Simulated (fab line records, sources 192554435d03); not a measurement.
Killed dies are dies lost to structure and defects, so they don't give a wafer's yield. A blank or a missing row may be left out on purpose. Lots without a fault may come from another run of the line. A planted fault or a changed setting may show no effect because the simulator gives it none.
A struck lot beside a sound one | flow n5_finfet | 15 steps out of a route of 1938
Sound: wafers L589.3, L589.4, L589.5. Struck: wafer L587.4. (L587.6 of the same lot was not struck and is left out.) The cause comes at the end.
At each step with rows: each side's tool, then ch and its chambers, then its first start. Under that, the readings that differ: sound wafers | struck wafers | difference of the means | sigmas: that difference in standard deviations of wafers without a fault.
alike: readings whose means differ by less than 2 such deviations, and words and numbers that are the same on both sides. not compared: withheld readings, readings that some wafer has no value for, bounds like >300 that may hide the same value, and numbers for which the record gives no deviation and whose values overlap.
The two part at a step that has a row with sigmas, a row that says differs or no value, or rows on one side only. Numbers that don't overlap but have no deviation are shown without sigmas and don't part them. A reading that every wafer of one side lacks parts them only if that side has two wafers or more.

first, 8 steps without rows for these wafers: N5_BEOL_M11_COAT_59 (time 60 s, resist thk 100 nm); N5_BEOL_M11_COAT_60 (time 60 s, resist thk 30 nm); N5_BEOL_M11_COAT_05 (resist thk 90 nm); N5_BEOL_M11_EBR_07; N5_BEOL_M11_SOFTBAKE_06 (time 60 s); N5_BEOL_M11_EXPOSE_08 (exposes mask M11); N5_BEOL_M11_PEB_09 (peb time 60 s); N5_BEOL_M11_DEVELOP_10 (develop time 30 s).
N5_BEOL_M11_CD_MEAS_11: target cd 64.1 nm.
  sound on cd_sem-01 ch 0, day 17 02:44; struck on cd_sem-03 ch 0, day 15 10:03
  alike: cd_nm
N5_BEOL_M11_OVL_MEAS_12:
  sound on overlay-02 ch 0, day 17 02:45; struck on overlay-01 ch 0, day 15 10:05
  alike: M11_OVL
N5_BEOL_M11_INSPECT_13: inspects for defects (brightfield).
  sound on defect_inspect-02, day 17 02:47; struck on defect_inspect-01, day 15 10:07
  alike: raw_defect_count
N5_BEOL_M11_DESCUM_16: chemistry O2, time 7.9 s.
  sound on rie_diel-01 ch 2,3, day 17 02:49; struck on rie_diel-02 ch 0, day 15 10:43
  reading      | sound             | struck | difference | sigmas
  rf_vpp_V (V) | 242.7 242.1 241.8 | 246.2  | +4.0       | +2
  alike: drypump_motor_current_A, oes_product_au, showerhead_plenum_p_Torr, throttle_valve_pct
  not compared: rf_hours_counter_h
N5_BEOL_M11_ETCH_61: etches SiARC in CF4, target depth 39 nm, time 65 s.
  sound on rie_diel-01 ch 2,3, day 17 02:51; struck on rie_diel-02 ch 0, day 15 10:45
  reading               | sound          | struck | difference | sigmas
  etch_rf_on_time_s (s) | 66.3 64.7 65.0 | 105.3  | +40.0      | +31
  alike: drypump_motor_current_A, oes_product_au, rf_vpp_V, showerhead_plenum_p_Torr, throttle_valve_pct
  not compared: rf_hours_counter_h
N5_BEOL_M11_ETCH_62: etches SOC in N2/H2, target depth 110 nm, overetch 22 nm, time 165 s.
  sound on rie_diel-01 ch 2,3, day 17 02:54; struck on rie_diel-02 ch 0, day 15 10:48
  alike: drypump_motor_current_A, h2_flow_sccm, n2_flow_sccm, oes_product_au, rf_vpp_V, showerhead_plenum_p_Torr, throttle_valve_pct
  not compared: rf_hours_counter_h
-- the record jumps here: 2 days lie between the struck wafers' starts before and after (it left off in module BEOL_M11 and takes up again in module PASSIVATION, whose first step shown is number 1936 of the route) --
N5_PASSIVATION_PROBE_49:
  sound on prober-01, day 19 07:55; struck on prober-01, day 17 16:04
  reading                 | sound       | struck | difference | sigmas
  sort_bin_5_function (%) | 4.6 5.2 4.5 | 6.6    | +1.8       | +2
  alike: defect_limited_yield, killed_at_M0_to_M3, killed_at_M4_up, killed_at_contacts, killed_at_front_end, killed_at_other, killed_dies, killed_open, killed_short, sort_bin_6_memory, sort_n_pass, sort_yield_pct

WHERE THEY PART
First at N5_BEOL_M11_DESCUM_16; last, within this record, at N5_PASSIVATION_PROBE_49.

WHY: what the simulator had put in
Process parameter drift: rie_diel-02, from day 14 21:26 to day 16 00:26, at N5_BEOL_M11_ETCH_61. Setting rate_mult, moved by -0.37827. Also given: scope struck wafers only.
